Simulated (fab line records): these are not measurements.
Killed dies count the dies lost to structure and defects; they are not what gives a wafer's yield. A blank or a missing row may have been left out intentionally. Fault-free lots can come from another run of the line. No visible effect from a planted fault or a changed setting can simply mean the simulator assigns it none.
Chamber matching :: flow nandHarc :: NHARC_P_M1_ETCH_35 on rieDiel-12 has 4 sister chambers
The step etches the open film in N2/H2, target depth 40 nm, overetch 12 nm, time 43.94 s. 16 wafers are shown with their chamber, then 8 later ones without.

WAFERS, EACH WITH ITS CHAMBER
wafer: L074.1
chamber: 1
drypumpMotorCurrentA (A): 6.1
rfVppV (V): 435.5
oesProductAu (a.u.): 1.011

wafer: L074.3
chamber: 2
drypumpMotorCurrentA (A): 5.7
rfVppV (V): 427.6
oesProductAu (a.u.): 1.012

wafer: L074.6
chamber: 2
drypumpMotorCurrentA (A): 5.7
rfVppV (V): 427.5
oesProductAu (a.u.): 1.004

wafer: L075.2
chamber: 0
drypumpMotorCurrentA (A): 5.0
rfVppV (V): 430.6
oesProductAu (a.u.): 1.022

wafer: L075.3
chamber: 2
drypumpMotorCurrentA (A): 5.6
rfVppV (V): 428.2
oesProductAu (a.u.): 1.010

wafer: L075.5
chamber: 1
drypumpMotorCurrentA (A): 6.0
rfVppV (V): 433.8
oesProductAu (a.u.): 1.008

wafer: L079.2
chamber: 0
drypumpMotorCurrentA (A): 5.0
rfVppV (V): 430.3
oesProductAu (a.u.): 1.020

wafer: L079.3
chamber: 1
drypumpMotorCurrentA (A): 6.0
rfVppV (V): 436.1
oesProductAu (a.u.): 1.003

wafer: L079.4
chamber: 3
drypumpMotorCurrentA (A): 5.6
rfVppV (V): 433.1
oesProductAu (a.u.): 1.022

wafer: L080.2
chamber: 2
drypumpMotorCurrentA (A): 5.6
rfVppV (V): 429.1
oesProductAu (a.u.): 1.008

wafer: L080.3
chamber: 3
drypumpMotorCurrentA (A): 5.6
rfVppV (V): 433.5
oesProductAu (a.u.): 1.027

wafer: L080.5
chamber: 1
drypumpMotorCurrentA (A): 6.0
rfVppV (V): 435.0
oesProductAu (a.u.): 1.010

wafer: L081.1
chamber: 3
drypumpMotorCurrentA (A): 5.6
rfVppV (V): 433.4
oesProductAu (a.u.): 1.029

wafer: L081.3
chamber: 2
drypumpMotorCurrentA (A): 5.6
rfVppV (V): 428.3
oesProductAu (a.u.): 1.001

wafer: L081.5
chamber: 1
drypumpMotorCurrentA (A): 6.0
rfVppV (V): 434.2
oesProductAu (a.u.): 1.016

wafer: L082.1
chamber: 1
drypumpMotorCurrentA (A): 6.1
rfVppV (V): 435.4
oesProductAu (a.u.): 1.007

SIGNATURES, as means of the wafers listed above
reading: drypumpMotorCurrentA
chamber 0: 5.000
chamber 1: 6.033
chamber 2: 5.640
chamber 3: 5.600
scatter within a chamber: 0.0459

reading: rfVppV
chamber 0: 430.450
chamber 1: 435.000
chamber 2: 428.140
chamber 3: 433.333
scatter within a chamber: 0.676

reading: oesProductAu
chamber 0: 1.02100
chamber 1: 1.00917
chamber 2: 1.00700
chamber 3: 1.02600
scatter within a chamber: 0.00411
Rule: for each reading, subtract the chamber's mean from the wafer's reading, divide by that reading's scatter and square the result; add these up over the readings and take the root, which gives the wafer's distance from the chamber. If the next closest chamber is less than 2 further off than the closest, the wafer can't be placed; otherwise it belongs to the closest. The scatter: take each reading less its chamber's mean, square it, sum over the shown wafers, divide by the number of wafers less the number of chambers, and take the root.

WAFERS WHOSE CHAMBER IS MISSING
wafer: L082.3
drypumpMotorCurrentA (A): 5.6
rfVppV (V): 432.3
oesProductAu (a.u.): 1.030

wafer: L082.5
drypumpMotorCurrentA (A): 6.1
rfVppV (V): 433.7
oesProductAu (a.u.): 1.010

wafer: L085.1
drypumpMotorCurrentA (A): 6.1
rfVppV (V): 435.6
oesProductAu (a.u.): 1.008

wafer: L085.2
drypumpMotorCurrentA (A): 5.7
rfVppV (V): 427.9
oesProductAu (a.u.): 0.995

wafer: L085.4
drypumpMotorCurrentA (A): 5.6
rfVppV (V): 433.5
oesProductAu (a.u.): 1.025

wafer: L089.1
drypumpMotorCurrentA (A): 5.7
rfVppV (V): 429.4
oesProductAu (a.u.): 1.001

wafer: L089.3
drypumpMotorCurrentA (A): 6.1
rfVppV (V): 435.7
oesProductAu (a.u.): 1.018

wafer: L089.6
drypumpMotorCurrentA (A): 5.6
rfVppV (V): 428.5
oesProductAu (a.u.): 0.986

CHAMBER TAKEN BY EACH
wafer: L082.3
from the rows above: 3
in truth: 3

wafer: L082.5
from the rows above: 1
in truth: 1

wafer: L085.1
from the rows above: 1
in truth: 1

wafer: L085.2
from the rows above: 2
in truth: 2

wafer: L085.4
from the rows above: 3
in truth: 3

wafer: L089.1
from the rows above: 2
in truth: 2

wafer: L089.3
from the rows above: 1
in truth: 1

wafer: L089.6
from the rows above: 2
in truth: 2
Correctly placed: 8 of 8. From these rows, 0 cannot be placed. Placed wrongly: 0.
